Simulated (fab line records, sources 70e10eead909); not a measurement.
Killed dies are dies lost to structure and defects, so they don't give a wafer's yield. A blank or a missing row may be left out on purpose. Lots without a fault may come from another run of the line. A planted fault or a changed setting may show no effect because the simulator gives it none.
Chamber matching | flow nand_harc | NHARC_A_CHANNEL_FILL_D1_ALD_16 on ald_hk-03: 4 sister chambers
The step deposits SiO2, target thk 1.5 nm, pulse time 10 s, ald cycles 15. 8 wafers are shown with their chamber, then 8 later ones without.

WAFERS WITH THEIR CHAMBER
wafer  | chamber | heater_power_w (W) | precursor_pulse_height_rel
L079.4 | 1       | 502                | 0.966
L084.1 | 3       | 401                | 1.001
L084.3 | 0       | 479                | 0.999
L084.6 | 2       | 552                | 0.963
L088.1 | 1       | 492                | 0.988
L088.4 | 2       | 561                | 0.970
L088.5 | 0       | 479                | 1.019
L090.1 | 3       | 407                | 1.014

WAFERS WITHOUT THEIR CHAMBER
wafer  | heater_power_w (W) | precursor_pulse_height_rel
L090.2 | 490                | 0.997
L090.3 | 491                | 0.952
L092.1 | 490                | 1.013
L092.2 | 550                | 1.010
L092.5 | 478                | 0.996
L095.1 | 545                | 0.974
L095.3 | 492                | 1.014
L095.4 | 388                | 1.007

WHICH CHAMBER EACH WENT THROUGH
wafer  | from the rows above     | in truth
L090.2 | can't be placed: 1 or 0 | 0
L090.3 | 1                       | 1
L092.1 | can't be placed: 0 or 1 | 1
L092.2 | 2                       | 2
L092.5 | 0                       | 0
L095.1 | 2                       | 2
L095.3 | can't be placed: 0 or 1 | 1
L095.4 | 3                       | 3
Placed correctly: 5 of 8. Can't be placed from these rows: 3 (the true chamber is among the candidates in 3). Placed wrongly: 0.
How it was worked out, from the rows above alone: a wafer's distance from a chamber is the root of the sum, over the readings, of the square of ((its reading less the chamber's mean) divided by the reading's scatter). The wafer belongs to the nearest chamber; if the next one is less than 2 further off, it can't be placed. A chamber's mean is the mean of its shown wafers. The scatter: the root of (the sum of the squares of (reading less its chamber's mean) over the shown wafers, divided by (wafers less chambers)).
